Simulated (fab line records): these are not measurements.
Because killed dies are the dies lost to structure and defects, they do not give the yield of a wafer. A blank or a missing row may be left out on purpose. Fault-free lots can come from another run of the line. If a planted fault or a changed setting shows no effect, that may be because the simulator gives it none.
fab line records | flow nand-harc | part 1 of 2: steps 1 to 26 of 37
record lots=5 wafers=15 last-day=23
route steps=1159 shown A_BLC@986 A_M0@994
lots that met no fault: from a run of the same line without faults
start-h: hours from the record's first day to the start of the lot's first wafer shown | wait-h: how many hours have passed since the lot's step before this one | " repeats the value in the row above | L1.1+2: one row covering several wafers at once | - either no value or no given start | * or withheld: withheld | < > ~ a bound
route shown NAME@n: NAME is a module with steps in the file, n the number in the route of the first one | usual: mean and standard deviation over wafers with no fault | same: alike in all rows | chamber/n: place in a boat | sites: each site's reading | _std_site: the values' standard deviation | _edge_site: outer sites' mean less inner sites' | radius-mm: how far each site lies from the wafer's centre | mask NAME#n: copy n | behind: the most recent tool/chamber to have shaped the wafer | hold: why the lot went on hold/how many hours it stayed there/how the hold came to an end | device: whichever transistor did not switch (one of n, p or np) | end of line: the tests these same wafers got at the end of their route | for a step that has no rows: nothing shown but its recipe | killed: count of dies lost to structure and defects at first sort (not the wafer's yield) | map: the dies of a wafer, with x for killed, . for not killed, _ for no die there
set.NAME: the run value of the setting; set.NAME@STEP: its run value at that earlier step | model.NAME: the simulator's own value behind a step, which no gauge read
a table for each step, a row for each wafer; lots at some steps of the route
services: from which hour (start-h, from the record's first day; less than 0 if before it) a tool's chamber was out of use, for how many hours, and why
## steps
# step NHARC_A_BLC_PRE_CLEAN_31
# recipe time-s=15 bias-v=250 gas=Ar
# columns lot.wafer tool chamber start-h wait-h
L074.3+2+6 pvd-sputter-01 - - -
L079.3+1+5 pvd-sputter-01 - - -
L084.3+6+5 pvd-sputter-01 - - -
L085.2+4+6 pvd-sputter-01 - - -
L088.1+2+5 pvd-sputter-01 - - -
# step NHARC_A_BLC_PVD_32
# recipe target-thk-a=50 chamber-pressure-pa=5 power-w=5000 substrate-temp-c=200 time-s=17.7 material=Ti
# usual cathode-dc-power-W=5000.0/0.91 throttle-valve-pct=29.8/1
# columns lot.wafer tool chamber start-h wait-h cathode-dc-power-W throttle-valve-pct
L074.3 pvd-sputter-01 - - - 4999.9 30.6
L074.2 " - " " 4998.9 28.4
L074.6 " - " " 5000.2 30.6
L079.1 pvd-sputter-01 - - - 4999.9 28.3
L079.3 " - " " 5001.7 30.7
L079.5 " - " " 5000.7 28.5
L084.3 pvd-sputter-01 - - - 4999.0 30.8
L084.5 " - " " 4998.6 30.7
L084.6 " - " " 4999.8 28.3
L085.4 pvd-sputter-01 - - - 4999.6 30.7
L085.2 " - " " 4999.8 28.6
L085.6 " - " " 4998.7 31.0
L088.2 pvd-sputter-01 - - - 4998.4 28.4
L088.1 " - " " 4998.7 28.4
L088.5 " - " " 4998.6 30.5
# step NHARC_A_BLC_ALD_23
# recipe target-thk-a=30 pulse-time-s=1 ald-cycles=150 temp-c=450 material=TiN
# usual heater-power-outer-w=675/76 heater-power-w=1048/110 precursor-pulse-height-rel=1.000/0.019
# same pulse-time-s=1
# columns lot.wafer tool chamber start-h wait-h heater-power-outer-w heater-power-w precursor-pulse-height-rel
L074.2 ald-metal-03 0 400.16 - 602 896 0.991
L074.3 " 2 " " 713 1132 0.987
L074.6 " 2 " " 680 1097 1.025
L079.1 ald-metal-02 2 454.92 - 731 1182 0.992
L079.3 " 3 " " 734 1063 1.009
L079.5 " 1 " " 655 1021 0.997
L084.3 ald-metal-03 3 457.14 - 482 772 1.000
L084.5 " 3 " " 492 750 0.994
L084.6 " 0 " " 603 925 1.021
L085.4 ald-metal-03 1 463.98 - 696 1056 0.997
L085.2 " 0 " " 607 921 0.959
L085.6 " 2 " " 714 1137 1.002
L088.1 ald-metal-01 3 502.33 - 723 1151 1.002
L088.2 " 1 " " 740 1052 0.998
L088.5 " 3 " " 739 1118 0.989
# step NHARC_A_BLC_CVD_24
# recipe target-thk-a=1500 temp-c=300 pressure-torr=40 wf6-flow-sccm=40 h2-flow-sccm=1600 ar-flow-sccm=1560 time-s=434 material=W
# usual chamber-pressure-Torr=39.99/0.094 heater-power-outer-w=268/11 heater-power-w=477/23 mfc-h2-sccm=1600/5.8 mfc-wf6-sccm=39.99/0.11 throttle-valve-pct=7.72/0.2
# columns lot.wafer tool chamber start-h wait-h chamber-pressure-Torr heater-power-outer-w heater-power-w mfc-h2-sccm mfc-wf6-sccm throttle-valve-pct
L074.2 cvd-w-01 1 - - 39.90 289 483 1598 39.86 7.87
L074.3 " 1 " " 40.01 276 502 1601 40.02 7.77
L074.6 " 0 " " 40.08 273 510 1592 39.99 7.64
L079.1 cvd-w-02 1 - - 39.88 266 469 1601 39.98 7.81
L079.3 " 0 " " 40.09 261 450 1603 39.97 7.51
L079.5 " 0 " " 39.96 257 444 1604 39.82 7.75
L084.3 cvd-w-01 0 - - 40.22 279 501 1596 40.08 7.78
L084.5 " 0 " " 40.01 278 504 1601 39.94 7.65
L084.6 " 1 " " 39.99 283 483 1607 39.76 7.81
L085.2 cvd-w-02 0 - - 40.08 258 441 1610 40.11 7.81
L085.4 " 0 " " 40.01 252 461 1598 39.93 7.41
L085.6 " 0 " " 39.98 249 438 1606 40.03 7.29
L088.2 cvd-w-02 0 - - 39.85 258 443 1600 39.75 7.68
L088.1 " 1 " " 40.00 267 463 1598 39.92 7.66
L088.5 " 0 " " 40.11 256 451 1598 40.21 7.71
# step NHARC_A_BLC_CMP_25
# recipe t-overpolish-s=30 target-thk-nm=150
# usual motor-current-A=12.3/0.95 overpolish-run-s=30.001/0.0087 pad-life-wafers=279/160 retaining-ring-pressure-frac=1.000/0.0047 time-to-endpoint-s=29.8/2.1
# columns lot.wafer tool chamber start-h wait-h motor-current-A overpolish-run-s pad-life-wafers retaining-ring-pressure-frac time-to-endpoint-s
L074.3 cmp-02 0 412.59 0.3 12.8 29.989 421 0.993 31.0
L074.2 " 1 " " 12.2 29.992 422 0.995 35.0
L074.6 " 3 " " 11.3 29.982 - 1.000 31.6
L079.1 cmp-04 0 458.35 0.4 12.0 30.005 331 0.997 28.5
L079.3 " 2 " " 13.2 30.000 333 1.008 28.9
L079.5 " 0 " " 12.6 29.990 - 0.993 27.3
L084.3 cmp-02 0 458.92 0.3 13.3 29.992 193 0.998 29.5
L084.6 " 3 " " 11.8 30.010 - 0.996 28.4
L084.5 " 0 " " 13.7 29.992 - 1.001 29.9
L085.2 cmp-01 2 468.97 0.5 12.7 29.986 433 1.000 29.2
L085.4 " 3 " " 11.8 30.001 434 0.993 27.4
L085.6 " 2 " " 12.8 29.996 - 0.997 28.7
L088.2 cmp-04 3 504.35 0.5 12.4 30.000 19 1.000 28.5
L088.1 " 0 " " 12.9 30.003 20 1.001 29.7
L088.5 " 3 " " 12.6 30.014 - 1.001 29.7
# step NHARC_A_BLC_SRD_27
# columns lot.wafer tool chamber start-h wait-h
L074.3+6+2 wet-bench-02 0,1,2 412.89 0.0
L079.3+1+5 wet-bench-03 0,2,3 458.65 0.0
L084.6+3+5 wet-bench-06 2,4,5 459.22 0.0
L085.6+4+2 wet-bench-03 2,4,7 469.27 0.0
L088.2+5+1 wet-bench-02 1,4,5 504.65 0.0
# step NHARC_A_BLC_INSPECT_28
# usual raw-defect-count=402/100
# columns lot.wafer tool chamber start-h wait-h raw-defect-count
L074.2 defect-inspect-02 - 412.96 0.1 357
L074.3 " - " " 486
L074.6 " - " " 266
L079.1 defect-inspect-02 - 458.73 0.1 366
L079.3 " - " " 351
L079.5 " - " " 408
L084.3 defect-inspect-01 - 459.30 0.1 610
L084.5 " - " " 409
L084.6 " - " " 775
L085.2 defect-inspect-01 - 469.35 0.1 305
L085.4 " - " " 415
L085.6 " - " " 364
L088.1 defect-inspect-01 - 504.73 0.1 368
L088.2 " - " " 354
L088.5 " - " " 353
# step NHARC_A_M0_DEP_00
# recipe target-thk-a=1500 target-thk-nm=150 temp-c=withheld pressure-torr=5 flow-sccm=200 rf-w=600 material=SiOC
# usual chamber-pressure-Torr=5.000/0.011
# columns lot.wafer tool chamber start-h wait-h chamber-pressure-Torr
L074.3 pecvd-04 2 413.03 0.1 5.004
L074.2 " 0 " " 5.006
L074.6 " 2 " " 5.015
L079.3 pecvd-04 1 458.79 0.1 5.006
L079.1 " 2 " " 4.988
L079.5 " 1 " " 5.009
L084.3 pecvd-04 2 459.37 0.1 4.996
L084.6 " 2 " " 5.000
L084.5 " 1 " " 4.999
L085.2 pecvd-03 2 469.46 0.1 4.982
L085.4 " 1 " " 5.006
L085.6 " 2 " " 4.986
L088.2 pecvd-04 0 504.84 0.1 5.007
L088.1 " 1 " " 4.992
L088.5 " 2 " " 4.974
# step NHARC_A_M0_DEHYDRATE_01
# recipe temp-c=150 time-s=120
# columns lot.wafer tool chamber start-h wait-h
L074.2+3+6 litho-track-04 0 413.44 -
L079.1+3+5 litho-track-01 0 459.20 -
L084.3+5+6 litho-track-01 0 459.77 -
L085.2+4+6 litho-track-01 0 469.82 -
L088.1+2+5 litho-track-01 0 505.20 -
# step NHARC_A_M0_HMDS_02
# recipe time-s=30
# columns lot.wafer tool chamber start-h wait-h
L074.2+3+6 litho-track-04 0 - -
L079.1+3+5 litho-track-01 0 - -
L084.3+5+6 litho-track-01 0 - -
L085.2+4+6 litho-track-01 0 - -
L088.1+2+5 litho-track-01 0 - -
# step NHARC_A_M0_COAT_33
# recipe temp-c=200 time-s=65
# columns lot.wafer tool chamber start-h wait-h
L074.2+3+6 litho-track-04 0 - -
L079.1+3+5 litho-track-01 0 - -
L084.3+5+6 litho-track-01 0 - -
L085.2+4+6 litho-track-01 0 - -
L088.1+2+5 litho-track-01 0 - -
# step NHARC_A_M0_COAT_03
# recipe spin-rpm=1500 resist-thk-nm=90
# usual dispense-pressure-kPa=50/5.5
# columns lot.wafer tool chamber start-h wait-h dispense-pressure-kPa
L074.2 litho-track-04 0 - - 44
L074.3 " 0 " " 44
L074.6 " 0 " " 44
L079.1 litho-track-01 0 - - 49
L079.3 " 0 " " 49
L079.5 " 0 " " 49
L084.3 litho-track-01 0 - - 49
L084.5 " 0 " " 49
L084.6 " 0 " " 49
L085.2 litho-track-01 0 - - 49
L085.4 " 0 " " 49
L085.6 " 0 " " 49
L088.1 litho-track-01 0 - - 49
L088.2 " 0 " " 49
L088.5 " 0 " " 49
# step NHARC_A_M0_SOFTBAKE_04
# recipe temp-c=105 time-s=55
# columns lot.wafer tool chamber start-h wait-h
L074.2+3+6 litho-track-04 0 - -
L079.1+3+5 litho-track-01 0 - -
L084.3+5+6 litho-track-01 0 - -
L085.2+4+6 litho-track-01 0 - -
L088.1+2+5 litho-track-01 0 - -
# step NHARC_A_M0_EBR_05
# columns lot.wafer tool chamber start-h wait-h
L074.2+3+6 litho-track-04 0 - -
L079.1+3+5 litho-track-01 0 - -
L084.3+5+6 litho-track-01 0 - -
L085.2+4+6 litho-track-01 0 - -
L088.1+2+5 litho-track-01 0 - -
# step NHARC_A_M0_EXPOSE_06
# recipe na=1.35 target-cd-nm=80 dose-mj=83.25 mask-id=A_M0
# usual focus-offset-nm=0.1/0.51
# columns lot.wafer tool chamber start-h wait-h mask focus-offset-nm
L074.2 arfi-scanner-01 0 413.60 - A_M0#0 0.4
L074.3 " 0 " " A_M0#0 -0.4
L074.6 " 0 " " A_M0#0 0.6
L079.1 arfi-scanner-02 0 459.49 - A_M0#0 0.2
L079.3 " 0 " " A_M0#0 -0.6
L079.5 " 0 " " A_M0#0 -0.2
L084.3 arfi-scanner-01 0 460.07 - A_M0#0 1.2
L084.5 " 0 " " A_M0#0 0.7
L084.6 " 0 " " A_M0#0 0.3
L085.2 arfi-scanner-01 0 470.12 - A_M0#0 -0.7
L085.4 " 0 " " A_M0#0 -0.1
L085.6 " 0 " " A_M0#0 0.4
L088.1 arfi-scanner-02 0 505.49 - A_M0#0 0.4
L088.2 " 0 " " A_M0#0 0.3
L088.5 " 0 " " A_M0#0 -0.2
# step NHARC_A_M0_PEB_07
# recipe peb-temp-c=100 peb-time-s=65
# columns lot.wafer tool chamber start-h wait-h
L074.2+3+6 litho-track-04 0 413.66 0.1
L079.1+3+5 litho-track-01 0 459.55 0.1
L084.3+5+6 litho-track-01 0 460.12 0.0
L085.2+4+6 litho-track-01 0 470.17 0.1
L088.1+2+5 litho-track-01 0 505.55 0.1
# step NHARC_A_M0_DEVELOP_08
# recipe develop-time-s=35 dev-temp-c=23
# columns lot.wafer tool chamber start-h wait-h
L074.2+3+6 litho-track-04 0 - -
L079.1+3+5 litho-track-01 0 - -
L084.3+5+6 litho-track-01 0 - -
L085.2+4+6 litho-track-01 0 - -
L088.1+2+5 litho-track-01 0 - -
# step NHARC_A_M0_CD_MEAS_09
# recipe target-cd-nm=80 landing-energy-ev=500
# usual cd-nm=80.3/0.71
# columns lot.wafer tool chamber start-h wait-h cd-nm
L074.2 cd-sem-03 0 413.74 - 81.3
L074.3 " 0 " " 80.1
L074.6 " 0 " " 80.3
L079.1 cd-sem-03 0 459.62 - 80.0
L079.3 " 0 " " 79.9
L079.5 " 0 " " 79.3
L084.3 cd-sem-02 0 460.20 - 80.1
L084.5 " 0 " " 79.6
L084.6 " 0 " " 81.0
L085.2 cd-sem-03 0 470.25 - 80.5
L085.4 " 0 " " 80.7
L085.6 " 0 " " 79.5
L088.1 cd-sem-02 0 505.63 - 80.6
L088.2 " 0 " " 81.3
L088.5 " 0 " " 79.7
# step NHARC_A_M0_OVL_MEAS_10
# recipe pitch-nm=160
# usual overlay-x-nm=0.0/0.77 overlay-y-nm=0.2/0.91
# columns lot.wafer tool chamber start-h wait-h overlay-x-nm overlay-y-nm
L074.2 overlay-02 - 413.83 - -0.4 1.4
L074.3 " - " " -0.3 1.2
L074.6 " - " " -1.0 1.1
L079.1 overlay-01 - 459.71 - -0.4 1.6
L079.3 " - " " -0.1 1.2
L079.5 " - " " -0.4 1.5
L084.3 overlay-01 - 460.29 - 0.3 -0.9
L084.5 " - " " 0.5 -0.6
L084.6 " - " " 0.6 -0.8
L085.2 overlay-02 - 470.34 - 0.4 0.7
L085.4 " - " " -0.8 0.5
L085.6 " - " " -0.4 -0.2
L088.1 overlay-01 - 505.72 - 0.2 -0.7
L088.2 " - " " 0.1 -0.3
L088.5 " - " " 0.6 -0.3
# step NHARC_A_M0_INSPECT_11
# usual raw-defect-count=30/12
# columns lot.wafer tool chamber start-h wait-h raw-defect-count
L074.2 defect-inspect-02 - 413.86 0.0 25
L074.3 " - " " 30
L074.6 " - " " 29
L079.1 defect-inspect-01 - 459.75 0.0 25
L079.3 " - " " 14
L079.5 " - " " 21
L084.3 defect-inspect-02 - 460.32 0.0 31
L084.5 " - " " 28
L084.6 " - " " 24
L085.2 defect-inspect-02 - 470.38 0.0 38
L085.4 " - " " 35
L085.6 " - " " 42
L088.1 defect-inspect-02 - 505.75 0.0 44
L088.2 " - " " 54
L088.5 " - " " 43
# step NHARC_A_M0_DESCUM_14
# recipe time-s=3 o2-flow-sccm=200 ar-flow-sccm=0 bias-power-w=0 chemistry=O2
# usual drypump-motor-current-A=5.8/0.4 oes-product-au=0.997/0.01 rf-vpp-V=57.9/0.87 showerhead-plenum-p-Torr=1.93/0.048 throttle-valve-pct=11.311/0.0086
# columns lot.wafer tool chamber start-h wait-h drypump-motor-current-A oes-product-au rf-hours-counter-h rf-vpp-V showerhead-plenum-p-Torr throttle-valve-pct
L074.2 rie-diel-05 0 413.93 0.1 5.3 1.012 4 59.0 1.93 11.293
L074.3 " 2 " " 6.5 0.993 4 59.1 1.85 11.312
L074.6 " 0 " " 5.4 1.005 - 58.3 1.93 11.305
L079.3 rie-diel-05 0 459.81 0.1 5.3 1.012 8 58.3 1.93 11.310
L079.1 " 3 " " 6.0 1.003 8 58.0 2.00 11.309
L079.5 " 1 " " 5.2 0.982 - 57.8 1.97 11.318
L084.3 rie-diel-05 3 460.40 0.1 5.9 0.996 8 58.8 2.00 11.294
L084.6 " 1 " " 5.1 0.992 - 59.9 1.97 11.304
L084.5 " 2 " " 6.5 0.986 - 57.9 1.85 11.321
L085.4 rie-diel-06 0 470.44 0.1 6.2 1.001 3 56.9 1.89 11.310
L085.2 " 1 " " 5.9 1.004 3 58.5 1.91 11.313
L085.6 " 0 " " 6.2 0.997 - 57.6 1.89 11.323
L088.2 rie-diel-05 0 505.81 0.1 5.3 1.014 12 57.5 1.93 11.311
L088.1 " 1 " " 5.1 0.995 11 57.8 1.96 11.304
L088.5 " 1 " " 5.2 0.991 - 58.2 1.96 11.312
# step NHARC_A_M0_ETCH_34
# recipe target-depth-a=400 overetch-a=120 time-s=43.94 ion-energy-ev=200 n2-flow-sccm=150 h2-flow-sccm=150 ar-flow-sccm=0 rf-w=400 bias-w=150 chemistry=N2/H2
# usual drypump-motor-current-A=5.8/0.39 oes-product-au=0.999/0.01 rf-vpp-V=431.1/1.7 showerhead-plenum-p-Torr=2.06/0.052 throttle-valve-pct=14.171/0.0095
# columns lot.wafer tool chamber start-h wait-h drypump-motor-current-A oes-product-au rf-hours-counter-h rf-vpp-V showerhead-plenum-p-Torr throttle-valve-pct
L074.2 rie-diel-05 2 414.02 0.1 6.4 0.977 4 428.4 1.97 14.165
L074.3 " 3 " " 6.0 0.999 4 433.7 2.13 14.176
L074.6 " 0 " " 5.3 1.004 - 431.3 2.06 14.191
L079.3 rie-diel-05 2 459.90 0.1 6.5 0.986 8 427.2 1.96 14.165
L079.1 " 3 " " 6.0 0.998 8 433.5 2.13 14.164
L079.5 " 2 " " 6.4 0.987 - 429.7 1.97 14.180
L084.3 rie-diel-05 0 460.48 0.1 5.4 1.016 8 432.5 2.06 14.169
L084.6 " 2 " " 6.4 0.979 - 427.4 1.96 14.170
L084.5 " 3 " " 5.9 1.005 - 432.9 2.13 14.166
L085.2 rie-diel-06 3 470.53 0.1 5.9 0.987 2 428.8 1.98 14.179
L085.4 " 0 " " 6.2 0.993 3 431.8 2.01 14.178
L085.6 " 3 " " 5.9 0.997 - 428.4 1.98 14.185
L088.1 rie-diel-05 0 505.92 0.1 5.3 1.013 12 431.8 2.06 14.167
L088.2 " 3 " " 5.9 1.008 12 432.8 2.13 14.171
L088.5 " 1 " " 5.2 0.999 - 431.4 2.09 14.170
# step NHARC_A_M0_ETCH_15
# recipe target-depth-a=1500 overetch-a=150 time-s=82.5 c4f8-flow-sccm=withheld ar-flow-sccm=400 rf-w=600 bias-w=300 chemistry=C4F8/Ar
# usual oes-product-au=0.954/0.021 rf-vpp-V=441.4/1.7
# columns lot.wafer tool chamber start-h wait-h oes-product-au rf-hours-counter-h rf-vpp-V
L074.2 rie-diel-05 2 - - 0.963 4 437.8
L074.3 " 0 " " 0.974 4 440.7
L074.6 " 2 " " 0.970 - 439.3
L079.1 rie-diel-05 0 - - 0.935 8 441.0
L079.3 " 1 " " 0.917 7 442.1
L079.5 " 3 " " 0.922 - 443.3
L084.3 rie-diel-05 1 - - 0.921 7 442.0
L084.5 " 0 " " 0.936 - 440.2
L084.6 " 1 " " 0.916 - 441.6
L085.2 rie-diel-06 2 - - 0.982 3 441.4
L085.4 " 0 " " 0.967 3 440.4
L085.6 " 2 " " 0.986 - 441.7
L088.1 rie-diel-05 1 - - 0.954 11 441.5
L088.2 " 3 " " 0.966 12 445.0
L088.5 " 3 " " 0.965 - 444.9
# step NHARC_A_M0_CD_MEAS_16
# usual cd-nm=80.3/0.96
# columns lot.wafer tool chamber start-h wait-h cd-nm
L074.2 cd-sem-01 - 414.24 - 80.1
L074.3 " - " " 78.7
L074.6 " - " " 81.2
L079.1 cd-sem-02 - 460.11 - 79.8
L079.3 " - " " 79.8
L079.5 " - " " 79.7
L084.3 cd-sem-02 - 460.70 - 79.5
L084.5 " - " " 78.0
L084.6 " - " " 80.5
L085.2 cd-sem-02 - 470.74 - 80.6
L085.4 " - " " 80.5
L085.6 " - " " 79.6
L088.1 cd-sem-01 - 506.16 - 81.2
L088.2 " - " " 81.7
L088.5 " - " " 79.6
# step NHARC_A_M0_STRIP_18
# recipe power-w=1000 n2-flow-sccm=150 h2-flow-sccm=150 ar-flow-sccm=0 bias-w=0 chemistry=N2/H2
# usual drypump-motor-current-A=5.8/0.36 oes-product-au=0.998/0.012 rf-vpp-V=90.8/0.93 showerhead-plenum-p-Torr=2.06/0.051 throttle-valve-pct=14.172/0.0088
# columns lot.wafer tool chamber start-h wait-h drypump-motor-current-A oes-product-au rf-hours-counter-h rf-vpp-V showerhead-plenum-p-Torr throttle-valve-pct
L074.2 rie-diel-07 3 414.31 0.1 5.4 1.012 0 91.8 2.09 14.162
L074.3 " 1 " " 5.4 1.017 0 91.5 2.15 14.148
L074.6 " 3 " " 5.4 1.015 - 91.2 2.09 14.165
L079.3 rie-diel-07 0 460.19 0.1 6.4 0.998 3 90.7 2.04 14.167
L079.1 " 1 " " 5.4 1.008 2 90.2 2.15 14.174
L079.5 " 1 " " 5.4 0.994 - 92.6 2.15 14.185
L084.3 rie-diel-06 0 460.84 0.1 6.2 1.000 2 90.5 2.01 14.153
L084.6 " 1 " " 5.9 1.001 - 91.6 2.04 14.154
L084.5 " 2 " " 5.9 0.996 - 89.0 2.05 14.172
L085.2 rie-diel-05 0 470.81 0.1 5.3 1.013 9 89.4 2.06 14.179
L085.4 " 0 " " 5.3 1.002 - 90.6 2.06 14.171
L085.6 " 3 " " 5.9 1.008 - 91.2 2.13 14.169
L088.2 rie-diel-07 1 506.26 0.1 5.4 0.998 7 91.5 2.15 14.175
L088.1 " 2 " " 5.8 0.982 8 92.4 2.11 14.169
L088.5 " 0 " " 6.4 1.002 - 89.8 2.04 14.181
# step NHARC_A_M0_STRIP_19
# recipe time-s=600 temp-c=30 chemistry=post-etch-residue-remover
# columns lot.wafer tool chamber start-h wait-h
L074.2+6+3 wet-bench-07 0,1,2 414.59 -
L079.5+3+1 wet-bench-05 2,3,5 460.45 -
L084.6+3+5 wet-bench-07 2,3,4 461.05 -
L085.6+4+2 wet-bench-07 2,5,6 471.15 -
L088.1+2+5 wet-bench-07 1,4,5 506.52 -
